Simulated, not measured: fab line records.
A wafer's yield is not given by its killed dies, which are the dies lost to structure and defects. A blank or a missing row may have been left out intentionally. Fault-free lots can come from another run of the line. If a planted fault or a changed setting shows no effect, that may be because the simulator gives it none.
The tool behind it: which one? | flow n5_finfet | 11 lots with 33 wafers sampled at 3 steps, on a route of 1938 steps

== WHAT THE GAUGES SHOWED, per wafer ==
Not one reading of a measure or inspect step in the record can be checked against a usual standard deviation.

== TOOL THAT RAN EACH LOT (tool first, then ch and the chambers of the sampled wafers, then the start) ==
lot  | N5_BEOL_M11_STRIP_36               | N5_BEOL_M11_TRENCH_ETCH_37                    | N5_BEOL_M11_SPUTTER_48
L578 | rie_diel-02 ch 0,2, day 10 13:22   | rie_diel-02 ch 0,2, day 10 14:53 or earlier   | pvd_sputter-03, day 10 14:53
L579 | rie_diel-06 ch 1,3, day 10 15:43   | rie_diel-06 ch 1,3, day 10 18:16 or earlier   | pvd_sputter-03, day 10 18:16
L580 | rie_diel-05 ch 0,3, day 10 21:44   | rie_diel-05 ch 0,3, day 11 01:25 or earlier   | pvd_sputter-03, day 11 01:25
L581 | rie_diel-05 ch 1,2, day 11 01:58   | rie_diel-05 ch 1,2, day 11 03:55 or earlier   | pvd_sputter-02, day 11 03:55
L593 | rie_diel-05 ch 0,3, day 15 00:28   | rie_diel-05 ch 0,3, day 15 02:35 or earlier   | pvd_sputter-02, day 15 02:35
L594 | rie_diel-05 ch 0,1,2, day 15 03:12 | rie_diel-05 ch 0,1,2, day 15 05:05 or earlier | pvd_sputter-03, day 15 05:05
L596 | rie_diel-02 ch 0,1, day 15 03:37   | rie_diel-02 ch 0,1, day 15 05:11 or earlier   | pvd_sputter-01, day 15 05:11
L595 | rie_diel-02 ch 0,2,3, day 15 07:34 | rie_diel-02 ch 0,2,3, day 15 09:41 or earlier | pvd_sputter-03, day 15 09:41
L598 | rie_diel-02 ch 1,2, day 15 17:14   | rie_diel-02 ch 1,2, day 15 18:58 or earlier   | pvd_sputter-03, day 15 18:58
L599 | rie_diel-06 ch 0,2,3, day 16 08:34 | rie_diel-06 ch 0,2,3, day 16 10:25 or earlier | pvd_sputter-03, day 16 10:25
L601 | rie_diel-06 ch 0,2, day 16 09:01   | rie_diel-06 ch 0,2, day 16 10:45 or earlier   | pvd_sputter-01, day 16 10:45
- N5_BEOL_M11_STRIP_36: strips in N2/H2.
- N5_BEOL_M11_TRENCH_ETCH_37: etches SiCOH lowk in C4F6/O2, target depth 148.83 nm, time 48 s.
- N5_BEOL_M11_SPUTTER_48: material Cu, target thk 12 nm, time 2 s.

== WHAT THE TOOLS THEMSELVES READ (means of the sampled wafers that have a number; where no wafer has one, the mark that the record gives instead) ==
N5_BEOL_M11_STRIP_36.
lot  | tool        | drypump_motor_current_A (A) | oes_product_au (a.u.) | rf_vpp_V (V) | showerhead_plenum_p_Torr (Torr) | throttle_valve_pct (%)
L578 | rie_diel-02 | 5.6                         | 0.73                  | 60.5         | 2.56                            | 23.75
L579 | rie_diel-06 | 5.5                         | 0.70                  | 60.2         | 2.54                            | 23.87
L580 | rie_diel-05 | 6.2                         | 0.73                  | 58.3         | 2.63                            | 24.00
L581 | rie_diel-05 | 6.1                         | 0.72                  | 58.6         | 2.52                            | 23.75
L593 | rie_diel-05 | 5.9                         | 0.71                  | 60.4         | 2.61                            | 23.88
L594 | rie_diel-05 | 6.0                         | 0.80                  | 59.9         | 2.52                            | 23.69
L596 | rie_diel-02 | 6.0                         | 0.68                  | 60.9         | 2.47                            | 23.87
L595 | rie_diel-02 | 5.9                         | 0.75                  | 58.6         | 2.57                            | 23.67
L598 | rie_diel-02 | 5.4                         | 0.70                  | 59.0         | 2.62                            | 23.81
L599 | rie_diel-06 | 5.5                         | 0.88                  | 59.1         | 2.59                            | 23.98
L601 | rie_diel-06 | 5.6                         | 0.87                  | 59.2         | 2.58                            | 23.89

N5_BEOL_M11_TRENCH_ETCH_37.
lot  | tool        | C4F6_flow_sccm (sccm) | drypump_motor_current_A (A) | mfc_ar_sccm (sccm) | oes_product_au (a.u.) | rf_vpp_V (V) | showerhead_plenum_p_Torr (Torr) | throttle_valve_pct (%)
L578 | rie_diel-02 | 9.992                 | 5.6                         | 299.5              | 0.73                  | 661          | 2.88                            | 21.07
L579 | rie_diel-06 | 10.020                | 5.5                         | 300.0              | 0.69                  | 659          | 2.85                            | 21.18
L580 | rie_diel-05 | 9.994                 | 6.2                         | 299.8              | 0.73                  | 662          | 2.94                            | 21.26
L581 | rie_diel-05 | 10.027                | 6.1                         | 299.4              | 0.72                  | 665          | 2.82                            | 21.04
L593 | rie_diel-05 | 9.986                 | 5.9                         | 299.3              | 0.71                  | 660          | 2.93                            | 21.18
L594 | rie_diel-05 | 10.013                | 5.9                         | 299.4              | 0.80                  | 663          | 2.82                            | 20.97
L596 | rie_diel-02 | 10.024                | 5.9                         | 300.2              | 0.70                  | 659          | 2.77                            | 21.05
L595 | rie_diel-02 | 9.988                 | 5.9                         | 300.1              | 0.75                  | 663          | 2.88                            | 20.99
L598 | rie_diel-02 | 9.984                 | 5.4                         | 300.0              | 0.71                  | 670          | 2.93                            | 20.96
L599 | rie_diel-06 | 9.972                 | 5.5                         | 299.0              | 0.88                  | 665          | 2.89                            | 20.97
L601 | rie_diel-06 | 10.024                | 5.6                         | 300.2              | 0.87                  | 671          | 2.89                            | 20.91

N5_BEOL_M11_SPUTTER_48.
lot  | tool           | cathode_dc_power_W (W) | throttle_valve_pct (%)
L578 | pvd_sputter-03 | 26004                  | 29.7
L579 | pvd_sputter-03 | 26001                  | 29.7
L580 | pvd_sputter-03 | 26001                  | 29.9
L581 | pvd_sputter-02 | 25999                  | 29.6
L593 | pvd_sputter-02 | 24274                  | 28.0
L594 | pvd_sputter-03 | 25999                  | 29.8
L596 | pvd_sputter-01 | 26003                  | 29.9
L595 | pvd_sputter-03 | 25999                  | 29.7
L598 | pvd_sputter-03 | 26002                  | 29.5
L599 | pvd_sputter-03 | 26001                  | 29.9
L601 | pvd_sputter-01 | 26001                  | 30.1

== THE ANSWER, worked out from the rows above alone ==
Rule: the usual values come from the lots themselves. Put in order of their means at a reading, lots are off if they are a third of the lots or fewer, leave a main group of 4 or more, and stand apart from it by a gap of 3 or more times the standard deviation of the main group's means; of several such gaps the widest counts. The tables above print the reading to a certain number of digits; a main group whose means all agree to those digits is not used. Also off: a lot with no number at a reading for which 4 or more lots have one. The other lots that the step has rows for count as sound. Order of review: gauges by route order, followed by the tools' own readings, for which a lot's mean as printed above is used. The first step at which some lot is off is used, and at that step the reading that is off furthest; a lot without a number counts as furthest.
Off: L593 (N5_BEOL_M11_SPUTTER_48, cathode_dc_power_W). The main group: mean 26001 W, standard deviation 1.6.
If a tool, at that step or one of the process steps before it, ran each lot that is off and ran no sound lot following the first of them, it fits. Because N5_BEOL_M11_TRENCH_ETCH_37 lacks a start for some lots, the hours and order of its lots are taken from N5_BEOL_M11_SPUTTER_48. One fits: pvd_sputter-02 at N5_BEOL_M11_SPUTTER_48. A fault onset in the window from L581 (day 11 03:55, its last sound lot) to L593 (day 15 02:35, its first lot off) fits.
The tool's own readings at N5_BEOL_M11_SPUTTER_48 bear it out: on the lots that are off they differ by more than 5 times the standard deviation of the sound lots' means. cathode_dc_power_W reads 24274 W there against 26001 W on the sound lots; throttle_valve_pct reads 28.0 % there against 29.8 % on the sound lots.

== WHAT THE SIMULATOR PUT IN ==
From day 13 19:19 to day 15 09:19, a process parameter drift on pvd_sputter-02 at N5_BEOL_M11_SPUTTER_48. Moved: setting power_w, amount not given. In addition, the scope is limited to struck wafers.
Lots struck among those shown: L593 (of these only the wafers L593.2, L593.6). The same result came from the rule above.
